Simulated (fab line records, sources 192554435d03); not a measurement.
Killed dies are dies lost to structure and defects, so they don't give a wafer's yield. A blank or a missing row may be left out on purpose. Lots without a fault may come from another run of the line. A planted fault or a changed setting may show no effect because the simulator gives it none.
fab line records | flow n5_finfet
record lots=5 wafers=15 last_day=17
route steps=1938 shown BEOL_M11@1546 PASSIVATION@1936
lots that met no fault: from a run of the same line without faults
start_h: hours from the record's first day to the start of the lot's first wafer shown | wait_h: hours since the lot's step before | " the same as in the row above | L1.1+2: a row that stands for several wafers | - no value, or no start given | * or withheld: withheld | < > ~ a bound
route shown NAME@n: a module of which the file shows steps, and the number in the route of the first | usual: mean/standard deviation of fault-free wafers | same: alike in all rows | chamber/n: place in a boat | sites: the reading at each site | _std_site: their standard deviation | _edge_site: outer sites' mean less inner sites' | radius_mm: how far each site lies from the wafer's centre | mask NAME#n: copy n | behind: the tool/chamber that last shaped the wafer | hold: why the lot was held/for how many hours/how that ended | device: the transistor (n, p or np) that didn't switch | end of line: the same wafers' tests at the end of the route | a step without rows: its recipe alone | killed: dies lost to structure and defects at the first sort, not the wafer's yield | map: a wafer's dies, x killed, . not, _ none there
set.NAME: the setting as run; set.NAME@STEP: as run at that earlier step | model.NAME: the simulator's own value behind a step, which no gauge read
lots at some steps of the route; a table a step, a row a wafer
services: from which hour (start_h, from the record's first day; less than 0 if before it) a tool's chamber was out of use, for how many hours, and why
## steps
# step N5_BEOL_M11_EXPOSE_08
# recipe mask_id=M11 na=1.35 source_shape=dipole sigma_inner=0.411 sigma_outer=0.611 polarization=te dose_mj=53.75
# step N5_BEOL_M11_PEB_09
# recipe peb_temp_c=withheld peb_time_s=60 resist=CAR-ArF
# step N5_BEOL_M11_DEVELOP_10
# recipe develop_time_s=30 developer=TMAH resist=CAR-ArF rinse_liquid=diw dry=air_spin dev_temp_c=23
# step N5_BEOL_M11_DESCUM_16
# recipe chemistry=O2 time_s=7.9 source_power_w=50 bias_power_w=20 pressure_mtorr=20 rf_frequency_hz=2.712e+07 temp_c=40 resist=CAR-ArF o2_flow_sccm=225
# step N5_BEOL_M11_ETCH_61
# recipe chemistry=CF4 target=SiARC target_depth_a=390 mask_material=CAR-ArF time_s=65 ion_energy_ev=80 pressure_mtorr=40 source_w=545 bias_w=36 Ar_flow_sccm=100 cf4_flow_sccm=100 ends=cleared
# step N5_BEOL_M11_ETCH_62
# recipe chemistry=N2/H2 target=SOC target_depth_a=1100 overetch_a=220 mask_material=SiARC temp_c=40 time_s=165 ion_energy_ev=200 pressure_mtorr=30 source_w=840 bias_w=150 n2_flow_sccm=200 h2_flow_sccm=200
# step N5_BEOL_M11_STRIP_68
# recipe chemistry=N2/H2 temp_c=40 n2_flow_sccm=200 h2_flow_sccm=200 rf_frequency_hz=6e+07
# step N5_BEOL_M11_STRIP_67
# recipe chemistry=CF4 resist=SiARC power_w=300 bias_power_w=75 pressure_mtorr=50 cf4_flow_sccm=150 rf_frequency_hz=6e+07
# step N5_BEOL_M11_HM_OPEN_17
# recipe chemistry=Cl2/BCl3 target_depth_a=200 overetch_a=60 target=TiN mask_material=SOC ion_energy_ev=150 pressure_mtorr=10 icp_w=1000 bias_w=126 Cl2_flow_sccm=53.25 bcl3_flow_sccm=21.75 Ar_flow_sccm=25
# step N5_BEOL_M11_STRIP_19
# recipe chemistry=O2 power_w=400 temp_c=40 pressure_mtorr=30 rf_frequency_hz=6e+07 bias_power_w=0 overash_fraction=0.2 o2_flow_sccm=225
# usual drypump_motor_current_A=5.3/0.46 oes_product_au=0.82/0.087 rf_vpp_V=3.6/0.55 showerhead_plenum_p_Torr=2.13/0.063 throttle_valve_pct=16.64/0.28
# same bias_power_w=0
# columns lot.wafer tool chamber start_h wait_h drypump_motor_current_A oes_product_au rf_hours_counter_h rf_vpp_V showerhead_plenum_p_Torr throttle_valve_pct
L290.1 rie_diel-06 0 267.98 0.1 4.8 0.73 224 3.7 1.98 16.96
L290.3 " 2 " " 4.7 0.90 21 3.6 2.21 16.47
L290.5 " 2 " " 4.7 0.89 - 3.4 2.21 16.49
L300.1 rie_diel-06 0 331.59 0.2 4.8 0.71 246 4.9 1.98 16.99
L300.4 " 1 " " 5.8 0.83 67 3.6 2.06 16.71
L300.5 " 2 " " 4.6 0.86 - 3.5 2.20 16.53
L304.2 rie_diel-06 3 352.10 0.1 4.8 0.94 12 3.8 2.15 16.33
L304.3 " 2 " " 4.7 0.84 50 3.3 2.19 16.53
L304.4 " 3 " " 4.8 0.95 - 4.1 2.15 16.33
L305.2 rie_diel-06 3 355.75 0.1 4.8 0.96 13 2.9 2.15 16.32
L305.5 " 3 " " 4.8 0.95 - 4.4 2.15 16.35
L305.6 " 2 " " 4.6 0.84 - 4.6 2.19 16.54
L306.2 rie_diel-04 3 360.12 0.1 5.9 0.95 8 2.9 2.17 16.89
L306.5 " 1 " " 5.4 0.70 - 4.1 2.09 16.79
L306.6 " 0 " " 5.6 0.84 - 2.9 2.11 16.40
# step N5_BEOL_M11_COAT_63
# recipe resist=SOC temp_c=250 time_s=60 spin_rpm=1500 resist_thk_nm=100
# step N5_BEOL_M11_COAT_64
# recipe resist=SiARC temp_c=220 time_s=60 spin_rpm=1500 resist_thk_nm=30
# step N5_BEOL_M11_COAT_22
# recipe resist=CAR-ArF spin_rpm=1500 resist_thk_nm=90
# step N5_BEOL_M11_EBR_24
# recipe solvent=PGMEA ebr_width_mm=1.5
# step N5_BEOL_M11_SOFTBAKE_23
# recipe temp_c=110 time_s=60 resist=CAR-ArF
# step N5_BEOL_M11_EXPOSE_25
# recipe mask_id=V10 na=1.35 source_shape=annular sigma_inner=0.5 sigma_outer=0.8 polarization=unpolarized dose_mj=85.5
# step N5_BEOL_M11_PEB_26
# recipe peb_temp_c=withheld peb_time_s=60 resist=CAR-ArF
# step N5_BEOL_M11_DEVELOP_27
# recipe develop_time_s=30 developer=TMAH resist=CAR-ArF rinse_liquid=diw dry=air_spin dev_temp_c=23
# step N5_BEOL_M11_INSPECT_30
# recipe mode=adi inspect_instrument=brightfield
# usual raw_defect_count=435/100
# columns lot.wafer tool chamber start_h wait_h raw_defect_count
L290.1 defect_inspect-01 - 269.89 0.0 391
L290.3 " - " " 375
L290.5 " - " " 433
L300.1 defect_inspect-01 - 333.38 0.0 1133
L300.4 " - " " 1176
L300.5 " - " " 1092
L304.2 defect_inspect-02 - 353.71 0.0 1148
L304.3 " - " " 1246
L304.4 " - " " 1102
L305.2 defect_inspect-02 - 356.34 0.0 1349
L305.5 " - " " 1214
L305.6 " - " " 1174
L306.2 defect_inspect-02 - 362.78 0.0 343
L306.5 " - " " 413
L306.6 " - " " 351
# step N5_BEOL_M11_DESCUM_33
# recipe chemistry=O2 time_s=7.9 source_power_w=50 bias_power_w=20 pressure_mtorr=20 rf_frequency_hz=2.712e+07 temp_c=40 resist=CAR-ArF o2_flow_sccm=225
# step N5_PASSIVATION_PROBE_49
# usual defect_limited_yield=90.9/1.6 killed_at_M0_to_M3=34/11 killed_at_M4_up=14/5.7 killed_at_contacts=13/6.5 killed_at_front_end=43/11 killed_at_other=4/3.1 killed_dies=107/19 killed_on_rim=14/3.9 killed_open=71/14 killed_short=35/7.9 sort_bin_5_function=5.3/1.1 sort_bin_6_memory=3.4/0.74 sort_n_pass=1073/19 sort_yield_pct=90.9/1.6
# same gross_dies=1180 killed_at_back_side=0 sort_bin_4_leakage[%]=0 sort_bin_8_speed[%]=0
# columns lot.wafer tool chamber start_h wait_h defect_limited_yield[%] killed_at_M0_to_M3 killed_at_M4_up killed_at_contacts killed_at_front_end killed_at_other killed_dies killed_on_rim killed_open killed_short sort_bin_5_function[%] sort_bin_6_memory[%] sort_n_pass sort_yield_pct[%]
L290.1 prober-01 - 314.90 0.0 91.4 28 9 14 48 2 101 17 61 38 4.7 3.4 1079 91.4
L290.3 prober-01 - 315.00 0.1 92.0 16 17 19 41 1 94 12 59 35 4.7 2.9 1086 92.0
L290.5 prober-01 - 315.10 0.2 90.6 18 16 9 63 5 111 18 75 36 5.5 3.4 1069 90.6
L300.1 prober-02 - 380.24 0.8 80.7 20 137 8 63 0 228 23 65 34 11.3 4.3 952 80.7
L300.4 prober-02 - 380.39 0.9 79.2 42 138 8 56 1 245 11 78 37 13.1 4.9 935 79.2
L300.5 prober-02 - 380.44 1.0 86.5 37 58 12 49 3 159 25 79 41 8.3 3.8 1021 86.5
L304.2 prober-01 - 392.67 0.1 78.5 40 133 9 62 10 254 35 91 45 13.3 5.0 926 78.5
L304.3 prober-01 - 392.72 0.1 88.4 19 52 8 51 7 137 31 60 32 7.1 3.0 1043 88.4
L304.4 prober-01 - 392.77 0.2 79.6 45 150 7 35 4 241 29 80 40 13.1 5.3 939 79.6
L305.2 prober-01 - 407.10 0.1 80.9 35 131 4 50 5 225 29 62 38 11.9 4.3 955 80.9
L305.5 prober-01 - 407.25 0.2 81.6 20 147 6 39 5 217 26 47 38 10.2 5.3 963 81.6
L305.6 prober-01 - 407.30 0.3 89.0 26 46 7 44 7 130 26 55 28 7.3 2.5 1050 89.0
L306.2 prober-02 - 407.42 0.1 92.9 35 11 4 28 6 84 11 60 24 3.8 3.1 1096 92.9
L306.5 prober-02 - 407.57 0.2 91.5 35 18 11 33 3 100 15 74 23 5.3 3.1 1080 91.5
L306.6 prober-02 - 407.62 0.3 92.5 16 8 18 39 8 89 15 65 24 4.1 3.3 1091 92.5
# killed by level:class
L290.1 STI_FIN_REVEAL:geometric_particle:open=10 MOL_CONTACT_COAG:geometric_particle:open=9 BEOL_M0_SAQP:geometric_particle:short=9 FIN_SAQP:geometric_particle:open=7 BEOL_M0_SAQP:geometric_particle:open=7 GATE_CUT:geometric_particle:short=5 MOL_CONTACT_COAG:geometric_particle:short=5 STARTING-WAFER:geometric_particle:open=5
L290.3 MOL_CONTACT_COAG:geometric_particle:open=14 GATE_CUT:geometric_particle:short=10 BEOL_M4:geometric_particle:open=8 STI_FIN_REVEAL:geometric_particle:open=7 BEOL_M0_SAQP:geometric_particle:short=5 DUMMY_GATE:geometric_particle:open=5 MOL_CONTACT_COAG:geometric_particle:short=5 FIN_SAQP:geometric_particle:open=4
L290.5 FIN_SAQP:geometric_particle:open=13 STI_FIN_REVEAL:geometric_particle:open=13 MOL_CONTACT_COAG:geometric_particle:open=9 FIN_SAQP:geometric_particle:short=6 BEOL_M0_SAQP:geometric_particle:short=6 BEOL_M4:geometric_particle:open=6 STARTING-WAFER:geometric_particle:open=6 BEOL_M0_SAQP:geometric_particle:open=5
L300.1 BEOL_M11:unspecified=127 FIN_SAQP:geometric_particle:short=20 FIN_SAQP:geometric_particle:open=14 STI_FIN_REVEAL:geometric_particle:open=9 MOL_CONTACT_COAG:geometric_particle:open=7 BEOL_M4:geometric_particle:open=6 BEOL_M0_SAQP:geometric_particle:open=6 BEOL_M2:geometric_particle:open=6
L300.4 BEOL_M11:unspecified=128 STI_FIN_REVEAL:geometric_particle:open=16 BEOL_M2:geometric_particle:open=14 BEOL_M0_SAQP:geometric_particle:short=11 FIN_SAQP:geometric_particle:open=10 DUMMY_GATE:geometric_particle:open=9 MOL_CONTACT_COAG:geometric_particle:open=8 FIN_SAQP:geometric_particle:short=6
L300.5 BEOL_M11:unspecified=39 STI_FIN_REVEAL:geometric_particle:open=16 DUMMY_GATE:geometric_particle:open=10 MOL_CONTACT_COAG:geometric_particle:open=9 BEOL_M4:geometric_particle:open=8 BEOL_M0_SAQP:geometric_particle:open=8 BEOL_M2:geometric_particle:open=8 STARTING-WAFER:geometric_particle:short=8
L304.2 BEOL_M11:unspecified=117 FIN_SAQP:geometric_particle:open=22 FIN_SAQP:geometric_particle:short=15 BEOL_M0_SAQP:geometric_particle:short=12 BEOL_M0_SAQP:geometric_particle:open=11 MOL_CONTACT_COAG:geometric_particle:open=8 BEOL_M4:geometric_particle:open=8 ILD0:geometric_particle:open=6
L304.3 BEOL_M11:unspecified=44 STI_FIN_REVEAL:geometric_particle:open=9 FIN_SAQP:geometric_particle:open=8 FIN_SAQP:geometric_particle:short=6 ILD0:geometric_particle:open=5 MOL_CONTACT_COAG:geometric_particle:open=5 BEOL_M0:geometric_particle:open=5 BEOL_M1:geometric_particle:open=4
L304.4 BEOL_M11:unspecified=120 BEOL_M4:geometric_particle:open=14 BEOL_M0_SAQP:geometric_particle:open=13 FIN_SAQP:geometric_particle:open=12 BEOL_M0_SAQP:geometric_particle:short=11 FIN_SAQP:geometric_particle:short=7 BEOL_M1:geometric_particle:open=6 BEOL_M2:geometric_particle:open=6
L305.2 BEOL_M11:unspecified=121 BEOL_M0_SAQP:geometric_particle:open=10 FIN_SAQP:geometric_particle:short=8 BEOL_M0_SAQP:geometric_particle:short=8 BEOL_M3:geometric_particle:open=7 FIN_SAQP:geometric_particle:open=6 STI_FIN_REVEAL:geometric_particle:open=6 ILD0:geometric_particle:open=6
L305.5 BEOL_M11:unspecified=129 STI_FIN_REVEAL:geometric_particle:open=7 GATE_CUT:geometric_particle:open=7 GATE_CUT:geometric_particle:short=6 MOL_CONTACT_COAG:geometric_particle:open=6 BEOL_M0_SAQP:geometric_particle:short=5 BEOL_M5:geometric_particle:open=5 FIN_SAQP:geometric_particle:short=4
L305.6 BEOL_M11:unspecified=41 STI_FIN_REVEAL:geometric_particle:open=15 BEOL_M0_SAQP:geometric_particle:open=8 FIN_SAQP:geometric_particle:short=5 MOL_CONTACT_COAG:geometric_particle:open=5 BEOL_M0_SAQP:geometric_particle:short=5 GATE_CUT:geometric_particle:short=4 GATE_CUT:geometric_particle:open=4
L306.2 STI_FIN_REVEAL:geometric_particle:open=8 BEOL_M1:geometric_particle:open=8 FIN_SAQP:geometric_particle:open=6 BEOL_M2:geometric_particle:open=6 BEOL_M3:geometric_particle:open=6 FIN_SAQP:geometric_particle:short=5 BEOL_M0_SAQP:geometric_particle:open=5 BEOL_M4:geometric_particle:open=5
L306.5 BEOL_M2:geometric_particle:open=18 FIN_SAQP:geometric_particle:short=9 MOL_CONTACT_COAG:geometric_particle:open=9 FIN_SAQP:geometric_particle:open=7 BEOL_M4:geometric_particle:open=7 STI_FIN_REVEAL:geometric_particle:open=7 BEOL_M3:geometric_particle:open=5 BEOL_M0_SAQP:geometric_particle:open=4
L306.6 MOL_CONTACT_COAG:geometric_particle:open=17 FIN_SAQP:geometric_particle:open=8 STI_FIN_REVEAL:geometric_particle:open=7 DUMMY_GATE:geometric_particle:open=7 FIN_SAQP:geometric_particle:short=5 BEOL_M3:geometric_particle:open=4 BEOL_M0_SAQP:geometric_particle:short=3 PASS1_CAP:geometric_particle:short=3
# map L300.4 (x killed, . not)
_________________.....x...x..________________
______________..x..........x...._____________
___________.........x...x......x...__________
__________.........x.x.....x....x..._________
________.....x..x....................._______
_______.......x..x.....x.............x.______
______...x.x.xxxx.xx...x......x........._____
_____...x.xxxxxxxx.x.....................____
____...x..xxxxxxxxxxxx.x..x.......xx......___
___....xx.xxxxxxxxxxxxx.........x..........__
___.....xxxxxxxxxxxxxx............x........__
__...x.xxxxxxxxxxxxxxx.......xxx............_
__......xxxxxxxxxxxxxxxx.x....x.x..........._
_.......xxxxxxxxxxxxxxx..x.........x.........
_.....x..xxxxxxxxxxxx....x..x.....x...xx.....
_...x......xx.xxxxxxx........................
_......x..xxxxxxxxx..x..xx........x..........
_..........x....x.x........x...........x.....
_.x...x................x.....x...x....x......
_....xxx.....x.............x....x........x..x
_.x........x..........................x......
__.x.......x...............x...........x.xx._
__.........x..x............................._
___x..........xx.x.........x...............__
___...........xx............x..............__
____...........................x..........___
_____..............x.....x.x.x...x.......____
______........x.x......x...x...........x_____
_______............x.....x....x...x....______
________.........x......x........x...._______
__________.x..............x........._________
___________............x......x....__________
______________....x........x...._____________
_________________...x........________________
# map L304.2 (x killed, . not)
_________________........x...________________
______________.....x............_____________
___________.........xx.x.....x..x..__________
__________...........x..........x.x._________
________....x..x.......xxx..x..x...x.._______
_______.........x.........x....x.x.x..x______
______...............x.x...x.xx.xxxxxxxx_____
_____.................x......x.xxxxxxxxxx____
____..............xx.......x.xxxxxxxxxxxxx___
___......xx..x...........x..x..xxxxxxxxx.xx__
___..........................xxxxxxxxxxxxxx__
__.........x............x....xxxxxxxxxxxxxxx_
__x.......x..x.x...x.x.....x.xxxxxxxxxxxxxxx_
_..x..x...x............x.....xxxxxxxxxxxxxxx.
_.............x...x..x.x....xx.xx.xxxxxxx.x..
_.......x...........x......x..x...xxx........
_....x....x.................x................
_.x...........x......x....x...xx.....x......x
_..............x.xx...xx.....x.x......x.x....
_..........x..x.x.......x....................
_.x..........x........x......x...............
__x........x.x...x...............x...x.x.x.._
__x.......x................................x_
___.x.............x....................x...__
___.x...........x.x..............x...x...x.__
____.................................x.x.x___
_____.........x.................x..xx....____
______..........x....x.......xx........._____
_______.x......x....x...x..........x...______
________...............x....xx.....x.._______
__________xx........................_________
___________x........x.....x........__________
______________.....x.x......xxx._____________
_________________............________________
## services
# columns tool chamber start_h hours kind
rie_diel-06 2 287.31 3.1 repair
rie_diel-06 3 298.34 - clean
rie_diel-06 3 298.34 - consumable_replace:focus_ring
rie_diel-04 3 322.86 - clean
rie_diel-04 3 322.86 - consumable_replace:focus_ring
rie_diel-04 3 322.86 13.7 scheduled_down
rie_diel-04 3 322.86 13.7 vent_cycle
rie_diel-06 3 340.10 5.4 repair
rie_diel-06 0 345.68 - clean
rie_diel-06 0 345.68 - consumable_replace:esc
rie_diel-06 0 345.68 - consumable_replace:focus_ring
rie_diel-06 0 345.68 - consumable_replace:showerhead
rie_diel-06 0 345.68 25.6 scheduled_down
rie_diel-06 0 345.68 25.6 vent_cycle
## key
first_sign step=N5_BEOL_M11_INSPECT_30 reading=raw_defect_count direction=up sigmas=7.2 usual=435 struck=1182
effect step=N5_PASSIVATION_PROBE_49 reading=killed_at_M4_up direction=up sigmas=17 usual=14 struck=110
more_kills_born_at N5_BEOL_M11_STRIP_19@rie_diel-06=866
met_at N5_BEOL_M11_STRIP_19
struck_wafers L300.1,L300.4,L300.5,L304.2,L304.3,L304.4,L305.2,L305.5,L305.6
onset_between 267.98 331.59
fault kind=chamber_particle_source tool=rie_diel-06 chamber=- onset_h=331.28 steps=N5_BEOL_M11_STRIP_19 rate_per_visit_cm2=1.0724 end_h=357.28
